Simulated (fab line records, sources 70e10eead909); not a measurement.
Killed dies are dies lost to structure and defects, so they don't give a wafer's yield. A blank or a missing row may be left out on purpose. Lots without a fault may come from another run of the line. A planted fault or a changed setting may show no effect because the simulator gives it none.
A struck lot beside a sound one | flow nand_harc | 41 steps out of a route of 1302
Sound: wafers L348.4, L348.5, L348.6. Struck: wafers L358.2, L358.4, L358.5. The cause comes at the end.
At each step with rows: each side's tool, then ch and its chambers, then its first start. Under that, the readings that differ: sound wafers | struck wafers | difference of the means | sigmas: that difference in standard deviations of wafers without a fault.
alike: readings whose means differ by less than 2 such deviations, and words and numbers that are the same on both sides. not compared: withheld readings, readings that some wafer has no value for, bounds like >300 that may hide the same value, and numbers for which the record gives no deviation and whose values overlap.
The two part at a step that has a row with sigmas, a row that says differs or no value, or rows on one side only. Numbers that don't overlap but have no deviation are shown without sigmas and don't part them. A reading that every wafer of one side lacks parts them only if that side has two wafers or more.

NHARC_A_DECK1_JOINT_CMP_02: polishes SiOx.
  sound on cmp-02 ch 1,2, day 14 02:26; struck on cmp-02 ch 0,2,3, day 18 22:34
  alike: motor_current_A, slurry_flow_ml_min
then, 1 step without rows for these wafers: NHARC_A_DECK1_JOINT_SRD_15.
NHARC_A_DECK1_JOINT_DEP_16: deposits SiO2, target thk 45 nm.
  sound on pecvd-04 ch 0,1,2, day 14 02:58; struck on pecvd-03 ch 0,2, day 18 22:59
  alike: chamber_pressure_Torr, heater_power_w, showerhead_vpp_V, throttle_valve_pct
NHARC_A_DECK1_JOINT_THK_MEAS_17: measures by ellipsometry.
  sound on film_metro-02, day 14 03:10; struck on film_metro-01, day 18 23:13
  alike: thk_nm
NHARC_A_DECK1_JOINT_INSPECT_05:
  sound on defect_inspect-02, day 14 03:12; struck on defect_inspect-02, day 18 23:15
  alike: raw_defect_count
then, 1 step without rows for these wafers: NHARC_A_ONON_D2_DEP_00 (target thk 1000 nm).
NHARC_A_ONON_D2_THK_MEAS_02: measures by ellipsometry.
  sound on film_metro-01, day 14 03:57; struck on film_metro-01, day 18 23:50
  alike: thk_nm
then, 1 step without rows for these wafers: NHARC_A_ONON_D2_DEP_03 (target thk 1000 nm).
NHARC_A_ONON_D2_THK_MEAS_05: measures by ellipsometry.
  sound on film_metro-01, day 14 04:31; struck on film_metro-02, day 19 00:24
  alike: thk_nm
then, 1 step without rows for these wafers: NHARC_A_ONON_D2_DEP_06 (target thk 1000 nm).
NHARC_A_ONON_D2_THK_MEAS_08: measures by ellipsometry.
  sound on film_metro-01, day 14 05:04; struck on film_metro-02, day 19 00:58
  alike: thk_nm
NHARC_A_ONON_D2_DEP_09: target thk 1000 nm.
  sound on pecvd_onon-01 ch 0, day 14 05:19; struck on pecvd_onon-01 ch 0, day 19 01:04
  alike: n2_flow_sccm
NHARC_A_ONON_D2_THK_MEAS_11: measures by ellipsometry.
  sound on film_metro-01, day 14 05:39; struck on film_metro-01, day 19 01:32
  alike: thk_nm
then, 1 step without rows for these wafers: NHARC_A_ONON_D2_DEP_12 (target thk 1000 nm).
NHARC_A_ONON_D2_THK_MEAS_14: measures by ellipsometry.
  sound on film_metro-01, day 14 06:13; struck on film_metro-01, day 19 02:06
  alike: thk_nm
then, 2 steps without rows for these wafers: NHARC_A_ONON_D2_ANNEAL_15 (time 3600 s); NHARC_A_ONON_D2_DEP_16 (target thk 1000 nm).
NHARC_A_ONON_D2_THK_MEAS_18: measures by ellipsometry.
  sound on film_metro-02, day 14 16:40; struck on film_metro-02, day 19 09:50
  alike: thk_nm
then, 1 step without rows for these wafers: NHARC_A_ONON_D2_DEP_19 (target thk 1000 nm).
NHARC_A_ONON_D2_THK_MEAS_21: measures by ellipsometry.
  sound on film_metro-02, day 14 17:14; struck on film_metro-02, day 19 10:25
  reading     | sound       | struck         | difference | sigmas
  thk_nm (nm) | 996 998 996 | 1016 1014 1015 | +18        | +2
then, 1 step without rows for these wafers: NHARC_A_ONON_D2_DEP_22 (target thk 1000 nm).
NHARC_A_ONON_D2_THK_MEAS_24: measures by ellipsometry.
  sound on film_metro-02, day 14 17:49; struck on film_metro-01, day 19 10:59
  alike: thk_nm
then, 1 step without rows for these wafers: NHARC_A_ONON_D2_DEP_25 (target thk 1000 nm).
NHARC_A_ONON_D2_THK_MEAS_27: measures by ellipsometry.
  sound on film_metro-02, day 14 18:23; struck on film_metro-02, day 19 11:32
  alike: thk_nm
then, 1 step without rows for these wafers: NHARC_A_ONON_D2_DEP_28 (target thk 1000 nm).
NHARC_A_ONON_D2_THK_MEAS_30: measures by ellipsometry.
  sound on film_metro-02, day 14 18:57; struck on film_metro-02, day 19 12:07
  alike: thk_nm
NHARC_A_ONON_D2_DEP_33: deposits SiO2, target thk 200 nm.
  sound on pecvd-01 ch 0,1, day 14 19:13; struck on pecvd-01 ch 1,2, day 19 12:16
  alike: chamber_pressure_Torr, heater_power_w, showerhead_vpp_V, throttle_valve_pct
NHARC_A_ONON_D2_THK_MEAS_34: measures by ellipsometry.
  sound on film_metro-02, day 14 19:33; struck on film_metro-02, day 19 12:35
  alike: thk_nm
NHARC_A_CHANNEL_HOLE_D2_DEP_00: deposits aC, target thk 3100 nm.
  sound on acl_dep-01 ch 0, day 14 22:07; struck on acl_dep-03 ch 0, day 19 14:24
  alike: throttle_valve_pct
NHARC_A_CHANNEL_HOLE_D2_DEP_01: deposits SiON, target thk 140 nm.
  sound on pecvd-02 ch 0,1,2, day 14 23:11; struck on pecvd-02 ch 0,1, day 19 16:03
  alike: chamber_pressure_Torr, heater_power_w, showerhead_vpp_V
then, 9 steps without rows for these wafers: NHARC_A_CHANNEL_HOLE_D2_DEHYDRATE_02 (time 120 s); NHARC_A_CHANNEL_HOLE_D2_HMDS_03 (time 30 s); NHARC_A_CHANNEL_HOLE_D2_COAT_36 (time 75 s); NHARC_A_CHANNEL_HOLE_D2_COAT_37 (time 65 s); NHARC_A_CHANNEL_HOLE_D2_COAT_04 (resist thk 90 nm); NHARC_A_CHANNEL_HOLE_D2_SOFTBAKE_05 (time 55 s); NHARC_A_CHANNEL_HOLE_D2_EBR_06; NHARC_A_CHANNEL_HOLE_D2_EXPOSE_07 (exposes mask HOLE D2, target cd 100 nm); NHARC_A_CHANNEL_HOLE_D2_PEB_08 (peb time 65 s).
NHARC_A_CHANNEL_HOLE_D2_DESCUM_15: chemistry O2, time 3 s.
  sound on rie_diel-11 ch 2,3, day 14 23:53; struck on rie_diel-10 ch 0,1,2, day 19 17:43
  reading | sound | struck                                                                     | difference                   | sigmas
  hold    | - - - | await_dispo/0.7h/release await_dispo/0.7h/release await_dispo/0.7h/release | no value on the sound wafers |
  alike: drypump_motor_current_A, o2_flow_sccm, oes_product_au, rf_vpp_V, showerhead_plenum_p_Torr, throttle_valve_pct
  not compared: rf_hours_counter_h
-- the record jumps here: 11 days lie between the struck wafers' starts before and after (it left off in module A_CHANNEL_HOLE_D2 and takes up again in module END, whose first step shown is number 1302 of the route) --
NHARC_END_SORT_01:
  the record has rows for the struck wafers here (prober-02 ch 0, day 30 14:23) and none for the sound ones

WHERE THEY PART
First at NHARC_A_ONON_D2_THK_MEAS_21; last, within this record, at NHARC_END_SORT_01.

WHY: what the simulator had put in
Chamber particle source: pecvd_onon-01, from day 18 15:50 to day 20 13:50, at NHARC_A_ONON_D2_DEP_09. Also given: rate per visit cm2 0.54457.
